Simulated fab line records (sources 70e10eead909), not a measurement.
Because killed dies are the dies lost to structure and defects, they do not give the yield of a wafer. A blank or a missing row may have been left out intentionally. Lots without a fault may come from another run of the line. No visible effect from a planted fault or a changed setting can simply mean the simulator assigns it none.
A lot that was struck, set against a sound lot + flow nand_harc + 13 out of 1302 route steps
Sound: wafers L656.1, L656.2, L656.6. Struck: wafer L642.2 (L642.1, L642.5, from the same lot, were not struck and are left out); the cause is given at the end.
Per side, at each step with rows, come the tool, then ch with its chambers, and then its first start. Under that, the readings that differ: sound wafers + struck wafers + difference of the means + sigmas: that difference in standard deviations of wafers without a fault.
alike: readings whose means differ by less than 2 such deviations, and words and numbers that are the same on both sides. not compared: withheld readings, readings that some wafer has no value for, bounds like >300 that may hide the same value, and numbers for which the record gives no deviation and whose values overlap.
The two part at a step that has a row with sigmas, a row that says differs or no value, or rows on one side only. Non-overlapping numbers with no deviation appear without sigmas and do not part them. A reading missing from all wafers of one side parts the sides only when that side holds two or more wafers.

first, 5 steps without rows for these wafers: NHARC_A_STAIRCASE_EBR_180; NHARC_A_STAIRCASE_EXPOSE_181 (exposes mask STAIR 2); NHARC_A_STAIRCASE_PEB_182 (peb time 130 s); NHARC_A_STAIRCASE_DEVELOP_183 (time 140 s); NHARC_A_STAIRCASE_HARDBAKE_185 (time 140 s).
NHARC_A_STAIRCASE_DESCUM_186: chemistry O2, time 3 s.
  sound on rie_diel-12 ch 0,1,3, day 24 05:17; struck on rie_diel-09 ch 3, day 18 16:05
| reading               | sound             | struck | difference | sigmas |
|-----------------------|-------------------|--------|------------|--------|
| o2_flow_sccm (sccm)   | 200.2 200.3 200.5 | 199.0  | -1.3       | -2     |
| oes_product_au (a.u.) | 0.998 0.992 0.980 | 1.016  | +0.026     | +3     |
  alike: drypump_motor_current_A, mfc_ar_sccm, rf_vpp_V, showerhead_plenum_p_Torr, throttle_valve_pct
  not compared: rf_hours_counter_h
NHARC_A_STAIRCASE_TRIM_187: chemistry O2, time 211.2 s.
  sound on rie_diel-12 ch 0,1,3, day 24 05:23; struck on rie_diel-09 ch 0, day 18 16:19
| reading               | sound             | struck | difference | sigmas |
|-----------------------|-------------------|--------|------------|--------|
| oes_product_au (a.u.) | 0.995 0.968 0.991 | 1.010  | +0.025     | +3     |
  alike: drypump_motor_current_A, mfc_ar_sccm, o2_flow_sccm, rf_vpp_V, showerhead_plenum_p_Torr, throttle_valve_pct
  not compared: rf_hours_counter_h
NHARC_A_STAIRCASE_ETCH_188: etches the open film in C4F8/O2, target depth 100 nm, time 40.5 s.
  sound on rie_diel-12 ch 1,2; struck on rie_diel-09 ch 3
  alike: oes_product_au, rf_vpp_V
  not compared: rf_hours_counter_h
then, 1 step without rows for these wafers: NHARC_A_STAIRCASE_TRIM_189 (chemistry O2, time 211.2 s).
NHARC_A_STAIRCASE_ETCH_190: etches the open film in C4F8/O2, target depth 100 nm, time 40.5 s.
  sound on rie_diel-12 ch 0,3; struck on rie_diel-09 ch 2
  alike: oes_product_au, rf_vpp_V
  not compared: rf_hours_counter_h
NHARC_A_STAIRCASE_TRIM_191: chemistry O2, time 211.2 s.
  sound on rie_diel-12 ch 2,3; struck on rie_diel-09 ch 2
| reading                     | sound       | struck | difference | sigmas |
|-----------------------------|-------------|--------|------------|--------|
| drypump_motor_current_A (A) | 5.7 5.9 5.9 | 6.5    | +0.7       | +2     |
  alike: mfc_ar_sccm, o2_flow_sccm, oes_product_au, rf_vpp_V, showerhead_plenum_p_Torr, throttle_valve_pct
  not compared: rf_hours_counter_h
NHARC_A_STAIRCASE_ETCH_192: etches the open film in C4F8/O2, target depth 100 nm, time 40.5 s.
  sound on rie_diel-12 ch 0,2, day 24 05:59; struck on rie_diel-09 ch 0, day 18 17:05
| reading               | sound             | struck | difference | sigmas |
|-----------------------|-------------------|--------|------------|--------|
| oes_product_au (a.u.) | 0.947 0.954 0.950 | 0.838  | -0.112     | -10    |
  alike: rf_vpp_V
  not compared: rf_hours_counter_h
then, 1 step without rows for these wafers: NHARC_A_STAIRCASE_TRIM_193 (chemistry O2, time 211.2 s).

## WHERE THEY PART
Last at NHARC_A_STAIRCASE_ETCH_192 as far as this record goes, first at NHARC_A_STAIRCASE_DESCUM_186.

WHY: the cause the simulator had injected
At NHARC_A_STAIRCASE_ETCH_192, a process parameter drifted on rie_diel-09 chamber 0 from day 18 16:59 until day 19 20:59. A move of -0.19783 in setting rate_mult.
